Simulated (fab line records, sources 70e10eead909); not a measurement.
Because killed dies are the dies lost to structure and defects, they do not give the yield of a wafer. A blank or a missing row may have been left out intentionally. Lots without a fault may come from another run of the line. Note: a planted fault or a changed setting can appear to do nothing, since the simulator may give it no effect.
fab line records -- flow nandHarc -- part 1 of 2: steps 1 to 4 of 6
record: lots: 19, wafers: 57, lastDay: 33
route steps=1302 shown A_CONTACT@1004
lots that met no fault: from a run of the same line without faults
startH: hours from the record's first day to the start of the lot's first wafer shown -- waitH: hours since the lot's step before -- " the same as in the row above -- L1.1+2: a row that stands for several wafers -- - value missing, or start not given -- * or withheld: withheld -- < > ~ a bound
route shown NAME@n: NAME is a module with steps in the file, n the number in the route of the first one -- usual: the fault-free wafers' mean and standard deviation -- same: alike in all rows -- chamber/n: place in a boat -- sites: readings site by site -- _std_site: standard deviation across them -- _edge_site: mean of outer sites minus mean of inner sites -- radiusMm: how far each site lies from the wafer's centre -- mask NAME#n: copy n -- behind: the most recent tool/chamber to have shaped the wafer -- hold: cause of the lot's hold/its duration in hours/its outcome -- device: the n, p or np transistor that did not switch -- end of line: the same wafers' tests at the end of the route -- a step given without rows: its recipe and nothing more -- killed: dies that structure and defects cost at the first sort, which is not the same as the wafer's yield -- map: a wafer's dies, x killed, . not, _ none there
set.NAME: setting as actually run; set.NAME@STEP: the setting as run at that earlier step -- model.NAME: the simulator's own value behind a step, which no gauge read
steps of the route over a sample of lots; a table a step, a row a wafer
services: the hour from which a tool's chamber was out of use, counted from the record's first day as startH (under 0 if before that day), plus the number of hours and why
== steps ==
step: NHARC_A_CONTACT_ETCH_51
recipe: targetDepthA: 70000, overEtchFrac: 0.3, timeS: 1820, ionEnergyEv: 150, o2FlowSccm: 400, cosFlowSccm: 20, arFlowSccm: 0, rfW: 500, biasW: 300, chemistry: O2/COS
usual: chamberPressureMTorr: 20.001/0.017, drypumpMotorCurrentA: 5.8/0.41, mfcArSccm: 0.010/0.012, oesProductAu: 1.001/0.01, rfFwdPowerW: 499.7/1.6, rfVppV: 315.3/2.1, showerheadPlenumPTorr: 3.19/0.14, throttleValvePct: 28.329/0.0091
lot.wafer,tool,chamber,startH,waitH,chamberPressureMTorr,drypumpMotorCurrentA,mfcArSccm,oesProductAu,rfFwdPowerW,rfHoursCounterH,rfVppV,showerheadPlenumPTorr,throttleValvePct
L075.2,rieDiel-12,2,-,-,19.996,6.2,0,1.021,501.1,12,312.7,2.98,28.326
L075.5,rieDiel-12,2,-,-,19.976,6.2,0,1.011,498.9,-,313.4,2.98,28.332
L075.6,rieDiel-12,3,-,-,20.004,5.8,0,1.016,501.4,-,317.5,3.37,28.325
L077.3,rieDiel-06,1,-,-,19.988,5.7,0,0.986,502.3,6,314.1,3.10,28.330
L077.2,rieDiel-06,0,-,-,20.022,5.6,0,1.007,500.3,6,311.7,2.99,28.321
L077.6,rieDiel-06,1,-,-,20.003,5.7,0,0.993,502.1,-,314.9,3.10,28.336
L078.1,rieDiel-12,3,-,-,19.994,5.8,0,1.027,501.5,24,317.0,3.36,28.345
L078.3,rieDiel-12,0,-,-,19.985,5.9,0.006,0.992,499.8,24,317.3,3.33,28.331
L078.5,rieDiel-12,2,-,-,20.020,6.2,0,1.005,500.1,-,311.5,2.98,28.319
L079.2,rieDiel-06,0,-,-,20.012,5.6,0,1.013,501.6,19,311.4,2.98,28.330
L079.5,rieDiel-06,3,-,-,19.981,5.9,0.015,0.997,498.1,-,311.1,3.00,28.341
L079.6,rieDiel-06,0,-,-,20.021,5.6,0,1.010,502.8,-,311.6,2.98,28.324
L081.3,rieDiel-12,1,-,-,19.990,5.8,0.002,0.986,497.3,37,315.9,3.20,28.315
L081.4,rieDiel-12,2,-,-,20.018,6.2,0,1.004,499.0,39,312.0,2.97,28.321
L081.6,rieDiel-12,0,-,-,20.032,5.9,0.006,0.995,500.1,-,318.1,3.32,28.323
L082.4,rieDiel-06,3,-,-,20.015,5.9,0.015,0.992,498.3,17,311.8,3.00,28.328
L082.1,rieDiel-06,2,-,-,19.994,5.0,0,1.001,500.4,27,316.8,3.30,28.331
L082.6,rieDiel-06,0,-,-,20.014,5.6,0,1.016,497.5,-,311.1,2.98,28.329
L080.3,rieDiel-06,2,-,-,19.998,5.1,0,1.006,501.1,28,317.0,3.30,28.329
L080.1,rieDiel-06,3,-,-,19.996,5.9,0.015,0.990,499.4,19,311.3,3.00,28.328
L080.5,rieDiel-06,2,-,-,19.976,5.0,0,0.998,502.5,-,317.2,3.30,28.326
L085.1,rieDiel-12,2,-,-,20.006,6.2,0,1.004,499.1,52,312.3,2.96,28.334
L085.2,rieDiel-12,3,-,-,19.994,5.8,0,1.015,499.1,46,317.3,3.35,28.326
L085.3,rieDiel-12,1,-,-,19.981,5.8,0.002,0.989,499.9,46,316.5,3.20,28.332
L084.2,rieDiel-06,1,-,-,20.005,5.7,0,0.993,498.2,46,314.1,3.08,28.327
L084.3,rieDiel-06,2,-,-,19.984,5.0,0,0.993,499.5,43,317.1,3.29,28.331
L084.5,rieDiel-06,2,-,-,20.007,5.0,0,0.983,501.6,-,315.3,3.29,28.310
L087.2,rieDiel-05,0,-,-,19.996,5.4,0.042,1.008,496.9,6,315.8,3.30,28.329
L087.1,rieDiel-05,2,-,-,19.975,5.8,0.019,1.004,497.3,7,316.7,3.35,28.336
L087.6,rieDiel-05,1,-,-,19.953,6.6,0.014,1.004,499.9,-,317.3,3.28,28.333
L089.3,rieDiel-05,0,-,-,20.020,5.5,0.042,1.004,500.7,7,316.2,3.30,28.337
L089.1,rieDiel-05,3,-,-,20.005,5.8,0.020,1.001,499.2,7,314.5,3.16,28.328
L089.6,rieDiel-05,0,-,-,19.992,5.5,0.042,1.003,496.8,-,318.0,3.30,28.327
L090.1,rieDiel-12,2,-,-,20.022,6.2,0,1.014,500.1,2,312.7,2.96,28.336
L090.3,rieDiel-12,3,-,-,19.995,5.8,0,1.007,498.7,2,316.0,3.34,28.326
L090.5,rieDiel-12,2,-,-,19.992,6.2,0,1.017,501.7,-,311.9,2.96,28.330
L088.4,rieDiel-05,2,-,-,20.016,5.7,0.019,1.002,501.5,9,318.0,3.35,28.325
L088.5,rieDiel-05,1,-,-,20.002,6.6,0.014,0.995,498.0,-,316.0,3.28,28.326
L088.6,rieDiel-05,2,-,-,19.982,5.8,0.019,0.994,500.2,-,319.2,3.35,28.340
L091.4,rieDiel-05,2,-,-,20.001,5.7,0.019,1.001,499.9,14,317.5,3.35,28.330
L091.3,rieDiel-05,0,-,-,19.992,5.5,0.042,1.000,497.7,12,315.8,3.29,28.309
L091.6,rieDiel-05,1,-,-,20.006,6.6,0.014,0.985,499.4,-,317.6,3.27,28.334
L093.3,rieDiel-06,1,-,-,20.012,5.7,0,0.997,499.0,2,313.9,3.07,28.324
L093.1,rieDiel-06,2,-,-,19.993,5.0,0,1.007,497.6,2,318.1,3.28,28.337
L093.2,rieDiel-06,0,-,-,20.015,5.6,0,1.009,499.9,2,313.2,2.96,28.336
L094.4,rieDiel-05,3,-,-,19.994,5.9,0.020,0.998,497.9,15,315.1,3.16,28.339
L094.1,rieDiel-05,0,-,-,19.991,5.5,0.042,0.995,500.6,15,317.4,3.29,28.321
L094.2,rieDiel-05,1,-,-,19.992,6.6,0.014,1.003,498.5,16,317.3,3.27,28.345
L095.2,rieDiel-05,3,-,-,19.973,5.8,0.020,1.003,498.3,18,315.8,3.16,28.321
L095.3,rieDiel-05,0,-,-,19.996,5.4,0.042,0.998,500.2,18,316.5,3.29,28.328
L095.6,rieDiel-05,2,-,-,20.023,5.8,0.019,1.000,499.7,-,318.8,3.35,28.332
L097.3,rieDiel-05,3,-,-,20.006,5.9,0.020,0.992,499.8,23,314.6,3.16,28.339
L097.2,rieDiel-05,0,-,-,20.024,5.5,0.042,0.992,499.1,21,314.9,3.29,28.326
L097.6,rieDiel-05,1,-,-,19.977,6.6,0.014,1.001,501.6,-,317.2,3.27,28.334
L096.2,rieDiel-06,3,-,-,19.997,5.9,0.015,1.007,498.6,13,312.3,2.98,28.329
L096.1,rieDiel-06,0,-,-,19.993,5.6,0,1.007,499.1,12,310.9,2.96,28.323
L096.6,rieDiel-06,3,-,-,20.035,5.9,0.015,1.005,497.2,-,311.8,2.98,28.328
step: NHARC_A_CONTACT_ETCH_120
recipe: sourceW: withheld, pressureMtorr: 20, biasV: 3000, timeS: 190, targetDepthA: 18500, arFlowSccm: withheld, c4f8FlowSccm: withheld, o2FlowSccm: withheld, chemistry: C4F8/O2/Ar
usual: chamberPressureMTorr: 19.999/0.016, oesAirLineAu: 1.001/0.021
lot.wafer,tool,chamber,startH,waitH,chamberPressureMTorr,oesAirLineAu,rfHoursCounterH
L075.2,harCapEtch-02,1,498.81,0.1,20.002,0.986,81
L075.5,harCapEtch-02,1,498.81,0.1,19.995,0.983,-
L075.6,harCapEtch-02,0,498.81,0.1,19.993,0.980,-
L077.2,harCapEtch-02,0,508.83,0.2,20.001,0.955,85
L077.3,harCapEtch-02,1,508.83,0.2,20.000,1.045,-
L077.6,harCapEtch-02,1,508.83,0.2,19.990,0.985,-
L078.1,harCapEtch-03,0,528.82,0.1,19.979,0.984,49
L078.3,harCapEtch-03,1,528.82,0.1,20.007,0.980,-
L078.5,harCapEtch-03,0,528.82,0.1,20.000,0.977,-
L079.2,harCapEtch-03,1,541.96,0.1,20.013,1.005,52
L079.6,harCapEtch-03,1,541.96,0.1,19.998,0.989,-
L079.5,harCapEtch-03,0,541.96,0.1,20.019,0.990,-
L081.4,harCapEtch-01,1,566.80,0.1,19.981,0.976,-
L081.3,harCapEtch-01,0,566.80,0.1,19.986,0.981,-
L081.6,harCapEtch-01,1,566.80,0.1,20.001,1.022,-
L082.1,harCapEtch-02,1,567.67,0.1,20.005,1.010,94
L082.4,harCapEtch-02,0,567.67,0.1,20.008,0.975,-
L082.6,harCapEtch-02,0,567.67,0.1,20.022,0.985,-
L080.1,harCapEtch-03,1,573.55,0.1,20.016,0.991,55
L080.3,harCapEtch-03,0,573.55,0.1,20.002,1.003,-
L080.5,harCapEtch-03,1,573.55,0.1,20.023,1.002,-
L085.1,harCapEtch-02,1,596.07,0.1,19.997,0.995,99
L085.2,harCapEtch-02,0,596.07,0.1,19.984,1.002,99
L085.3,harCapEtch-02,0,596.07,0.1,19.990,1.013,-
L084.2,harCapEtch-02,0,613.77,0.1,19.972,1.001,101
L084.3,harCapEtch-02,0,613.77,0.1,20.006,0.998,-
L084.5,harCapEtch-02,0,613.77,0.1,19.983,1.012,-
L087.2,harCapEtch-01,1,638.11,0.1,19.988,1.055,18
L087.1,harCapEtch-01,0,638.11,0.1,19.983,0.986,18
L087.6,harCapEtch-01,1,638.11,0.1,19.982,1.030,-
L089.1,harCapEtch-03,1,641.09,0.1,19.982,0.958,67
L089.3,harCapEtch-03,1,641.09,0.1,20.005,0.962,-
L089.6,harCapEtch-03,0,641.09,0.1,20.006,1.022,-
L090.1,harCapEtch-02,0,641.53,0.1,19.995,0.993,105
L090.3,harCapEtch-02,1,641.53,0.1,20.017,1.003,-
L090.5,harCapEtch-02,1,641.53,0.1,19.985,0.999,-
L088.4,harCapEtch-03,0,647.88,0.1,19.991,1.008,-
L088.5,harCapEtch-03,1,647.88,0.1,20.035,1.036,-
L088.6,harCapEtch-03,0,647.88,0.1,20.015,1.000,-
L091.4,harCapEtch-01,0,667.03,0.1,20.003,1.015,-
L091.3,harCapEtch-01,1,667.03,0.1,19.971,1.028,-
L091.6,harCapEtch-01,0,667.03,0.1,19.989,1.020,-
L093.1,harCapEtch-03,0,681.69,0.1,19.970,0.989,76
L093.2,harCapEtch-03,1,681.69,0.1,19.978,0.984,76
L093.3,harCapEtch-03,0,681.69,0.1,20.030,1.029,-
L094.1,harCapEtch-01,0,682.07,0.1,19.969,1.008,28
L094.2,harCapEtch-01,1,682.07,0.1,19.986,1.005,28
L094.4,harCapEtch-01,1,682.07,0.1,19.956,1.032,-
L095.2,harCapEtch-03,0,696.50,0.1,20.000,1.007,80
L095.3,harCapEtch-03,1,696.50,0.1,19.985,0.995,-
L095.6,harCapEtch-03,1,696.50,0.1,19.996,0.986,-
L097.2,harCapEtch-03,1,709.92,0.1,19.991,0.997,84
L097.3,harCapEtch-03,0,709.92,0.1,19.979,1.028,-
L097.6,harCapEtch-03,0,709.92,0.1,20.004,0.997,-
L096.1,harCapEtch-01,1,710.16,0.1,20.031,0.994,35
L096.2,harCapEtch-01,0,710.16,0.1,19.981,1.012,35
L096.6,harCapEtch-01,0,710.16,0.1,19.991,0.975,-
step: NHARC_A_CONTACT_ETCH_90
recipe: targetDepthA: 400, overEtchFrac: 0.5, timeS: 85.7, ionEnergyEv: 120, ch3fFlowSccm: 50, o2FlowSccm: 30, arFlowSccm: 200, rfW: 500, biasW: 100, chemistry: CH3F/O2
usual: chamberPressureMTorr: 24.996/0.023, drypumpMotorCurrentA: 5.8/0.37, mfcArSccm: 200.1/0.61, oesProductAu: 0.96/0.036, rfFwdPowerW: 495.9/1.9, rfVppV: 245.5/1.5, showerheadPlenumPTorr: 2.54/0.096, throttleValvePct: 20.662/0.0091
lot.wafer,tool,chamber,startH,waitH,chamberPressureMTorr,drypumpMotorCurrentA,mfcArSccm,oesProductAu,rfFwdPowerW,rfHoursCounterH,rfVppV,showerheadPlenumPTorr,throttleValvePct
L075.2,rieDiel-05,2,500.36,1.0,24.982,5.7,199.7,0.99,499.3,15,247.2,2.65,20.670
L075.6,rieDiel-05,3,500.36,1.0,25.001,5.9,200.5,1.00,494.2,-,243.7,2.50,20.664
L075.5,rieDiel-05,0,500.36,1.0,24.987,5.5,200.1,1.01,493.7,-,246.3,2.61,20.673
L077.3,rieDiel-05,3,510.66,0.8,25.017,5.8,199.5,0.99,497.1,15,244.0,2.50,20.649
L077.2,rieDiel-05,0,510.66,0.8,24.990,5.5,200.2,1.01,494.4,15,245.8,2.61,20.666
L077.6,rieDiel-05,2,510.66,0.8,24.988,5.7,199.1,1.00,496.1,-,248.3,2.65,20.662
L078.1,rieDiel-12,1,530.31,0.9,25.009,5.8,199.8,0.92,495.2,25,245.7,2.53,20.661
L078.3,rieDiel-12,2,530.31,0.9,24.987,6.2,200.8,0.94,496.3,28,241.5,2.34,20.671
L078.5,rieDiel-12,2,530.31,0.9,24.936,6.2,200.4,0.94,498.4,-,242.8,2.34,20.671
L079.2,rieDiel-06,3,543.47,0.9,24.989,5.9,200.8,0.92,497.7,13,243.6,2.36,20.669
L079.5,rieDiel-06,1,543.47,0.9,25.038,5.7,199.4,0.91,496.8,-,245.2,2.44,20.662
L079.6,rieDiel-06,2,543.47,0.9,24.982,5.0,200.4,0.92,492.9,-,245.8,2.61,20.670
L081.3,rieDiel-05,1,568.26,0.7,25.036,6.5,199.8,0.98,494.1,18,245.4,2.59,20.680
L081.4,rieDiel-05,2,568.26,0.7,25.008,5.7,201.3,0.99,497.2,24,246.5,2.65,20.662
L081.6,rieDiel-05,3,568.26,0.7,25.028,5.9,200.9,0.99,498.6,-,245.4,2.50,20.669
L082.4,rieDiel-06,1,569.16,0.7,24.944,5.7,199.8,0.92,496.4,29,244.6,2.44,20.657
L082.1,rieDiel-06,2,569.16,0.7,24.991,5.0,198.9,0.94,491.6,27,245.4,2.60,20.663
L082.6,rieDiel-06,0,569.16,0.7,25.044,5.6,199.7,0.94,495.8,-,242.4,2.34,20.675
L080.3,rieDiel-05,3,575.04,0.6,25.006,5.9,200.7,0.99,495.0,23,245.4,2.50,20.660
L080.1,rieDiel-05,1,575.04,0.6,25.009,6.6,199.5,0.99,497.4,18,244.8,2.59,20.666
L080.5,rieDiel-05,2,575.04,0.6,25.013,5.7,200.7,1.00,497.7,-,246.6,2.65,20.666
L085.2,rieDiel-12,0,597.56,0.8,25.002,5.9,200.9,0.90,499.2,46,246.7,2.62,20.645
L085.1,rieDiel-12,2,597.56,0.8,25.032,6.2,199.4,0.93,496.4,53,242.3,2.33,20.650
L085.3,rieDiel-12,3,597.56,0.8,24.998,5.8,200.8,0.94,496.3,47,245.5,2.64,20.671
L084.2,rieDiel-05,0,615.29,0.9,25.013,5.4,200.5,1.00,493.9,2,246.7,2.60,20.645
L084.3,rieDiel-05,2,615.29,0.9,24.963,5.8,200.8,1.02,496.9,2,245.9,2.65,20.670
L084.5,rieDiel-05,0,615.29,0.9,24.993,5.4,200.0,0.99,494.7,-,247.9,2.60,20.661
L087.2,rieDiel-05,1,639.60,0.9,25.003,6.5,200.5,0.92,492.3,9,246.3,2.58,20.688
L087.1,rieDiel-05,0,639.60,0.9,25.001,5.5,200.5,0.92,494.9,8,246.0,2.60,20.675
L087.6,rieDiel-05,2,639.60,0.9,24.991,5.7,199.9,0.93,497.5,-,247.2,2.65,20.663
L089.3,rieDiel-06,1,642.56,0.6,24.980,5.7,200.4,0.92,496.6,58,244.4,2.42,20.668
L089.1,rieDiel-06,2,642.56,0.6,24.951,5.0,199.9,0.93,494.5,56,246.6,2.59,20.681
L089.6,rieDiel-06,1,642.56,0.6,25.014,5.7,199.6,0.93,496.6,-,244.7,2.42,20.663
L090.1,rieDiel-05,2,643.03,0.9,25.048,5.7,200.6,0.94,496.4,8,247.2,2.65,20.649
L090.3,rieDiel-05,1,643.03,0.9,24.991,6.6,200.1,0.95,494.7,9,247.4,2.58,20.660
L090.5,rieDiel-05,3,643.03,0.9,25.036,5.9,201.2,0.95,497.3,-,245.5,2.49,20.668
L088.4,rieDiel-05,0,649.27,0.6,25.016,5.5,199.7,0.93,492.4,9,247.1,2.60,20.674
L088.6,rieDiel-05,0,649.27,0.6,24.999,5.4,199.8,0.93,492.7,-,245.7,2.60,20.674
L088.5,rieDiel-05,1,649.27,0.6,24.989,6.5,201.1,0.92,496.8,-,245.7,2.58,20.660
L091.4,rieDiel-12,0,668.49,0.7,25.001,5.9,200.0,0.99,495.8,12,246.3,2.61,20.669
L091.3,rieDiel-12,2,668.49,0.7,24.978,6.2,199.9,1.03,495.3,12,241.7,2.32,20.652
L091.6,rieDiel-12,3,668.49,0.7,24.944,5.8,199.5,1.01,495.0,-,247.2,2.63,20.667
L093.3,rieDiel-12,0,683.19,0.7,25.024,5.9,201.2,0.95,496.5,17,246.0,2.61,20.649
L093.1,rieDiel-12,1,683.19,0.7,24.963,5.8,199.2,0.95,494.6,18,244.7,2.51,20.660
L093.2,rieDiel-12,2,683.19,0.7,24.960,6.2,200.2,0.98,494.4,15,244.0,2.32,20.667
L094.2,rieDiel-06,1,683.56,0.8,24.989,5.7,200.3,1.00,494.8,3,243.2,2.42,20.664
L094.4,rieDiel-06,2,683.56,0.8,25.044,5.0,201.1,1.00,495.8,3,246.4,2.59,20.665
L094.1,rieDiel-06,3,683.56,0.8,25.018,5.9,199.6,1.01,496.5,3,241.9,2.35,20.652
L095.2,rieDiel-05,3,697.99,0.9,24.994,5.9,200.5,0.93,497.9,19,244.9,2.49,20.662
L095.3,rieDiel-05,0,697.99,0.9,24.986,5.4,199.3,0.92,492.4,19,246.2,2.59,20.669
L095.6,rieDiel-05,0,697.99,0.9,25.002,5.5,198.7,0.92,492.0,-,245.7,2.59,20.661
L097.3,rieDiel-05,2,711.39,0.7,24.990,5.7,199.2,0.93,498.3,26,248.3,2.64,20.671
L097.2,rieDiel-05,1,711.39,0.7,24.982,6.6,199.7,0.93,494.8,23,244.7,2.58,20.649
L097.6,rieDiel-05,3,711.39,0.7,25.004,5.9,199.9,0.92,495.8,-,244.4,2.48,20.658
L096.1,rieDiel-05,0,711.66,0.9,24.968,5.4,200.0,1.00,494.9,22,247.2,2.59,20.675
L096.2,rieDiel-05,1,711.66,0.9,25.025,6.6,199.5,1.01,492.8,23,245.6,2.58,20.663
L096.6,rieDiel-05,3,711.66,0.9,24.976,5.9,199.9,0.99,496.2,-,244.7,2.49,20.666
step: NHARC_A_CONTACT_DEP_58
recipe: targetThkA: 900, targetThkNm: 90, tempC: 400, pressureTorr: 3.5, flowSccm: 200, rfW: 350, material: SiON
usual: heaterPowerW: 777/140, rfFwdPowerW: 348.7/1.1
lot.wafer,tool,chamber,startH,waitH,heaterPowerW,rfFwdPowerW
L075.2,pecvd-01,2,505.10,2.2,800,349.3
L075.5,pecvd-01,2,505.10,2.2,821,349.6
L075.6,pecvd-01,0,505.10,2.2,1038,348.0
L077.3,pecvd-01,1,516.51,1.6,770,348.6
L077.2,pecvd-01,2,516.51,1.6,886,349.6
L077.6,pecvd-01,1,516.51,1.6,792,350.1
L078.1,pecvd-04,2,534.76,2.7,761,348.7
L078.3,pecvd-04,0,534.76,2.7,733,350.4
L078.5,pecvd-04,0,534.76,2.7,753,349.0
L079.2,pecvd-01,1,547.99,2.2,751,348.3
L079.5,pecvd-01,0,547.99,2.2,1006,348.8
L079.6,pecvd-01,1,547.99,2.2,758,348.2
L081.3,pecvd-01,0,574.18,1.7,1072,349.7
L081.4,pecvd-01,2,574.18,1.7,860,348.0
L081.6,pecvd-01,0,574.18,1.7,1067,348.3
L082.1,pecvd-02,0,576.91,2.8,697,347.6
L082.6,pecvd-02,2,576.91,2.8,570,348.2
L082.4,pecvd-02,1,576.91,2.8,959,346.3
L080.1,pecvd-04,0,580.08,2.7,716,348.0
L080.3,pecvd-04,1,580.08,2.7,731,347.9
L080.5,pecvd-04,1,580.08,2.7,742,347.4
L085.2,pecvd-02,0,603.44,2.1,716,349.2
L085.3,pecvd-02,1,603.44,2.1,978,348.6
L085.1,pecvd-02,2,603.44,2.1,536,348.7
L084.3,pecvd-04,0,619.96,1.6,740,347.5
L084.2,pecvd-04,2,619.96,1.6,711,350.1
L084.5,pecvd-04,1,619.96,1.6,733,348.5
L087.1,pecvd-04,0,646.02,2.7,767,348.0
L087.2,pecvd-04,2,646.02,2.7,791,350.3
L087.6,pecvd-04,1,646.02,2.7,665,348.7
L089.3,pecvd-01,2,646.93,1.6,873,349.8
L089.1,pecvd-01,1,646.93,1.6,763,348.2
L089.6,pecvd-01,1,646.93,1.6,766,347.9
L090.1,pecvd-02,1,649.21,2.7,983,349.9
L090.3,pecvd-02,2,649.21,2.7,551,351.2
L090.5,pecvd-02,1,649.21,2.7,990,347.4
L088.4,pecvd-01,0,654.93,1.2,989,348.6
L088.5,pecvd-01,1,654.93,1.2,741,351.5
L088.6,pecvd-01,2,654.93,1.2,911,350.0
L091.3,pecvd-02,2,673.05,1.7,517,348.3
L091.6,pecvd-02,0,673.05,1.7,724,347.7
L091.4,pecvd-02,2,673.05,1.7,518,349.4
L093.2,pecvd-02,2,687.72,2.1,519,348.7
L093.3,pecvd-02,0,687.72,2.1,657,348.5
L093.1,pecvd-02,1,687.72,2.1,885,350.7
L094.2,pecvd-02,0,690.92,2.2,664,348.9
L094.1,pecvd-02,2,690.92,2.2,607,347.5
L094.4,pecvd-02,0,690.92,2.2,671,347.8
L095.2,pecvd-02,2,702.39,2.2,570,350.1
L095.3,pecvd-02,0,702.39,2.2,702,347.1
L095.6,pecvd-02,1,702.39,2.2,996,348.7
L097.2,pecvd-02,1,715.96,2.2,1015,346.6
L097.3,pecvd-02,2,715.96,2.2,572,347.4
L097.6,pecvd-02,2,715.96,2.2,558,346.3
L096.2,pecvd-04,0,716.48,2.2,732,349.0
L096.1,pecvd-04,1,716.48,2.2,636,347.5
L096.6,pecvd-04,1,716.48,2.2,617,348.7
